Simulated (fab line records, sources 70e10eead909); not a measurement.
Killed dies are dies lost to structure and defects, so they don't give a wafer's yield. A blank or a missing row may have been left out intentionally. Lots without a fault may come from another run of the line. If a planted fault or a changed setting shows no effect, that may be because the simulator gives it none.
Struck lot and sound lot, side by side	flow nand_harc	19 out of 1302 route steps
Sound: wafers L139.1, L139.3, L139.6. Wafers struck: L148.1, L148.3, L148.4. Last of all comes the cause.
Each step with rows lists, per side, the tool, then ch with its chambers, then its first start. Under that, the readings that differ: sound wafers	struck wafers	difference of the means	sigmas: that difference in standard deviations of wafers without a fault.
alike: a reading whose means differ by less than 2 such deviations, as well as words and numbers matching on both sides. not compared: withheld readings; readings where some wafer has no value; bounds like >300 that might hide an equal value; numbers whose values overlap and for which the record gives no deviation.
The two part at a step that has a row with sigmas, a row that says differs or no value, or rows on one side only. Non-overlapping numbers with no deviation appear without sigmas and do not part them. A reading missing from all wafers of one side parts the sides only when that side holds two or more wafers.

NHARC_P_ZERO_WELL_CD_MEAS_37: target cd 720 nm.
  sound on cd_sem-03 ch 0, day 3 16:16; struck on cd_sem-03 ch 0, day 7 10:07
  alike: cd_nm
then, 1 step without rows for these wafers: NHARC_P_ZERO_WELL_HARDBAKE_38 (time 80 s).
NHARC_P_ZERO_WELL_DESCUM_39: chemistry O2, time 3 s.
  sound on rie_diel-12 ch 1,3, day 3 16:26; struck on rie_diel-13 ch 0,2,3, day 7 10:16
  alike: drypump_motor_current_A, oes_product_au, rf_vpp_V, showerhead_plenum_p_Torr, throttle_valve_pct
  not compared: rf_hours_counter_h
then, 9 steps without rows for these wafers: NHARC_P_ZERO_WELL_IMPLANT_40; NHARC_P_ZERO_WELL_IMPLANT_59; NHARC_P_ZERO_WELL_IMPLANT_60; NHARC_P_ZERO_WELL_STRIP_41 (strips in SPM, time 840 s); NHARC_P_ZERO_WELL_DEHYDRATE_44 (time 120 s); NHARC_P_ZERO_WELL_HMDS_45 (time 30 s); NHARC_P_ZERO_WELL_COAT_46; NHARC_P_ZERO_WELL_SOFTBAKE_47 (time 95 s); NHARC_P_ZERO_WELL_EBR_48.
NHARC_P_ZERO_WELL_EXPOSE_49: exposes mask P HVPW, target cd 2000 nm.
  sound on krf_scanner-02 ch 0, day 3 17:44; struck on krf_scanner-04 ch 0, day 7 11:30
reading	sound	struck	difference	sigmas
mask	P_HVPW#0 P_HVPW#0 P_HVPW#0	P_HVPW_R1#0 P_HVPW_R1#0 P_HVPW_R1#0	differs	
  alike: reticle_temp_C, stage_vel_mm_s
then, 2 steps without rows for these wafers: NHARC_P_ZERO_WELL_PEB_50 (peb time 85 s); NHARC_P_ZERO_WELL_DEVELOP_51 (time 70 s).
NHARC_P_ZERO_WELL_CD_MEAS_52: target cd 2000 nm.
  sound on cd_sem-02 ch 0, day 3 17:54; struck on cd_sem-03 ch 0, day 7 11:40
reading	sound	struck	difference	sigmas
cd_nm (nm)	2000.9 1999.3 1999.9	1946.6 1947.0 1946.1	-53.5	-41
then, 1 step without rows for these wafers: NHARC_P_ZERO_WELL_HARDBAKE_53 (time 80 s).
NHARC_P_ZERO_WELL_DESCUM_54: chemistry O2, time 3 s.
  sound on rie_diel-03 ch 1,2,3, day 3 18:04; struck on rie_diel-13 ch 0,2,3, day 7 11:49
reading	sound	struck	difference	sigmas
model.P_ZERO_WELL.cd_nm (nm)	2000 1999 2000	1947 1947 1946	-53	
  alike: drypump_motor_current_A, oes_product_au, rf_vpp_V, showerhead_plenum_p_Torr, throttle_valve_pct
  not compared: rf_hours_counter_h
after that, 1 step had no rows for these wafers: NHARC_P_ZERO_WELL_IMPLANT_55.

## WHERE THEY PART
At NHARC_P_ZERO_WELL_EXPOSE_49 first; at NHARC_P_ZERO_WELL_CD_MEAS_52 last (within this record only). Later steps at which nothing parts them and some readings are alike: NHARC_P_ZERO_WELL_DESCUM_54.

WHY: the cause the simulator had injected
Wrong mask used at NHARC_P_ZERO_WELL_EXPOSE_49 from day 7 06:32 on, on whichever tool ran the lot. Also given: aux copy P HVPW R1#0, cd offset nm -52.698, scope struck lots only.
